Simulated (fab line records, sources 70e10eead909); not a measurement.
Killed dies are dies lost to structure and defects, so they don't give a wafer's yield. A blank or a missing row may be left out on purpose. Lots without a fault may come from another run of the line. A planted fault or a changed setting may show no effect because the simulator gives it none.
Tool commonality check | flow nand_harc | 12 lots, 36 wafers sampled

WHY IT WAS OPENED
At NHARC_P_GATE_CD_MEAS_91 the reading cd_nm is flagged on 1 of 12 lots. Wafers without a fault read 1998.2 nm, standard deviation 2.2.
Rule: a lot is flagged when every wafer of it that has a number lies more than 4 standard deviations from that mean, or none has a number. The other lots count as sound.

lot  | measured     | on        | cd_nm (nm), wafer by wafer | flag
L905 | day 5 07:47  | cd_sem-02 | 1998.9 1997.5 1998.6       |
L906 | day 5 08:07  | cd_sem-03 | 2000.3 1996.3 1998.8       |
L907 | day 5 19:59  | cd_sem-03 | 2001.8 1999.6 1997.9       |
L909 | day 6 11:53  | cd_sem-02 | 1994.2 1999.1 1996.2       |
L911 | day 7 00:52  | cd_sem-02 | 2002.1 1999.9 1996.7       |
L914 | day 7 13:20  | cd_sem-03 | 1965.4 1966.9 1969.5       | FLAGGED
L921 | day 9 09:26  | cd_sem-03 | 1999.9 1998.2 1996.0       |
L922 | day 9 13:56  | cd_sem-03 | 1995.6 1997.7 1999.5       |
L924 | day 9 23:20  | cd_sem-02 | 1998.4 1999.0 1995.6       |
L925 | day 10 06:20 | cd_sem-03 | 1997.3 1994.2 1998.4       |
L927 | day 10 17:08 | cd_sem-03 | 2000.6 1997.0 1998.3       |
L926 | day 10 17:35 | cd_sem-03 | 1991.4 1996.6 1997.1       |
The numbers of the flagged lots are 1967.3 nm on average: -30.9 nm against the usual, or -14 standard deviations.

WHICH TOOL RAN EACH LOT
The record holds 3 process steps before the reading, out of a route of 1159 steps. In each cell: the tool, then ch and the chambers that the sampled wafers went through, then the start.
lot  | flag    | NHARC_P_GATE_ETCH_32             | NHARC_P_GATE_STRIP_76                | NHARC_P_GATE_EXPOSE_88
L905 |         | rie_si-04 ch 1,2,3, day 4 16:35  | plasma_asher-02 ch 0,1, day 5 06:52  | krf_scanner-03 ch 0, day 5 07:38
L906 |         | rie_si-01 ch 0,1,2, day 4 16:55  | plasma_asher-02 ch 0,1, day 5 07:12  | krf_scanner-04 ch 0, day 5 07:58
L907 |         | rie_si-01 ch 1,2,3, day 5 05:24  | plasma_asher-02 ch 0,1, day 5 19:12  | krf_scanner-04 ch 0, day 5 19:50
L909 |         | rie_si-01 ch 2,3, day 5 20:59    | plasma_asher-02 ch 0,1, day 6 10:58  | krf_scanner-02 ch 0, day 6 11:44
L911 |         | rie_si-04 ch 0,1, day 6 09:53    | plasma_asher-02 ch 0,1, day 6 23:57  | krf_scanner-03 ch 0, day 7 00:43
L914 | FLAGGED | rie_si-02 ch 2,3, day 6 22:23    | plasma_asher-02 ch 0,1, day 7 12:26  | krf_scanner-03 ch 0, day 7 13:11
L921 |         | rie_si-02 ch 1,3, day 8 17:13    | plasma_asher-01 ch 0,1, day 9 08:38  | krf_scanner-03 ch 0, day 9 09:17
L922 |         | rie_si-04 ch 0,2,3, day 8 23:05  | plasma_asher-02 ch 0,1, day 9 13:00  | krf_scanner-03 ch 0, day 9 13:47
L924 |         | rie_si-02 ch 0,3, day 9 08:34    | plasma_asher-02 ch 0,1, day 9 22:25  | krf_scanner-02 ch 0, day 9 23:10
L925 |         | rie_si-04 ch 1,2, day 9 15:39    | plasma_asher-01 ch 0,1, day 10 05:26 | krf_scanner-03 ch 0, day 10 06:11
L927 |         | rie_si-01 ch 0,2,3, day 10 02:19 | plasma_asher-02 ch 0,1, day 10 16:22 | krf_scanner-03 ch 0, day 10 16:59
L926 |         | rie_si-04 ch 0,1,2, day 10 02:30 | plasma_asher-02 ch 0,1, day 10 16:40 | krf_scanner-04 ch 0, day 10 17:26
What these steps do:
- NHARC_P_GATE_ETCH_32: etches the open film in HBr/Cl2, target depth 150 nm, time 100.1 s.
- NHARC_P_GATE_STRIP_76: strips in O2.
- NHARC_P_GATE_EXPOSE_88: exposes mask P HVN, target cd 2000 nm.
- NHARC_P_GATE_CD_MEAS_91: target cd 2000 nm.

FLAGGED OVER TOTAL, TOOL BY TOOL (the gauges that took the reading come last)
step                    | tool            | lots run | flagged | share of the flagged lots | sound lots run after its first flagged lot
NHARC_P_GATE_ETCH_32    | rie_si-01       | 4        | 0       | none                      | -
NHARC_P_GATE_ETCH_32    | rie_si-02       | 3        | 1       | all                       | 2 (L921,L924)
NHARC_P_GATE_ETCH_32    | rie_si-04       | 5        | 0       | none                      | -
NHARC_P_GATE_STRIP_76   | plasma_asher-01 | 2        | 0       | none                      | -
NHARC_P_GATE_STRIP_76   | plasma_asher-02 | 10       | 1       | all                       | 4 (L922,L924,L927,L926)
NHARC_P_GATE_EXPOSE_88  | krf_scanner-02  | 2        | 0       | none                      | -
NHARC_P_GATE_EXPOSE_88  | krf_scanner-03  | 7        | 1       | all                       | 4 (L921,L922,L925,L927)
NHARC_P_GATE_EXPOSE_88  | krf_scanner-04  | 3        | 0       | none                      | -
NHARC_P_GATE_CD_MEAS_91 | cd_sem-02       | 4        | 0       | none                      | -
NHARC_P_GATE_CD_MEAS_91 | cd_sem-03       | 8        | 1       | all                       | 5 (L921,L922,L925,L927,L926)

WHAT THE TABLE ALLOWS
4 rows of the table ran every flagged lot: rie_si-02 at NHARC_P_GATE_ETCH_32, plasma_asher-02 at NHARC_P_GATE_STRIP_76, krf_scanner-03 at NHARC_P_GATE_EXPOSE_88, cd_sem-03 at NHARC_P_GATE_CD_MEAS_91.
- rie_si-02 at NHARC_P_GATE_ETCH_32: 1 of its 3 lots flagged. Sound lots ran on it after the first flagged one (L921, L924), which a lasting fault on the whole tool wouldn't allow.
- plasma_asher-02 at NHARC_P_GATE_STRIP_76: 1 of its 10 lots flagged. Sound lots ran on it after the first flagged one (L922, L924, L927, L926), which a lasting fault on the whole tool wouldn't allow.
- krf_scanner-03 at NHARC_P_GATE_EXPOSE_88: 1 of its 7 lots flagged. Sound lots ran on it after the first flagged one (L921, L922, L925, L927), which a lasting fault on the whole tool wouldn't allow.
- cd_sem-03 at NHARC_P_GATE_CD_MEAS_91: 1 of its 8 lots flagged. Sound lots ran on it after the first flagged one (L921, L922, L925, L927, L926), which a lasting fault on the whole tool wouldn't allow.
No row of the table ran every flagged lot and no sound lot after the first.

WHAT THE SIMULATOR HAD PUT IN
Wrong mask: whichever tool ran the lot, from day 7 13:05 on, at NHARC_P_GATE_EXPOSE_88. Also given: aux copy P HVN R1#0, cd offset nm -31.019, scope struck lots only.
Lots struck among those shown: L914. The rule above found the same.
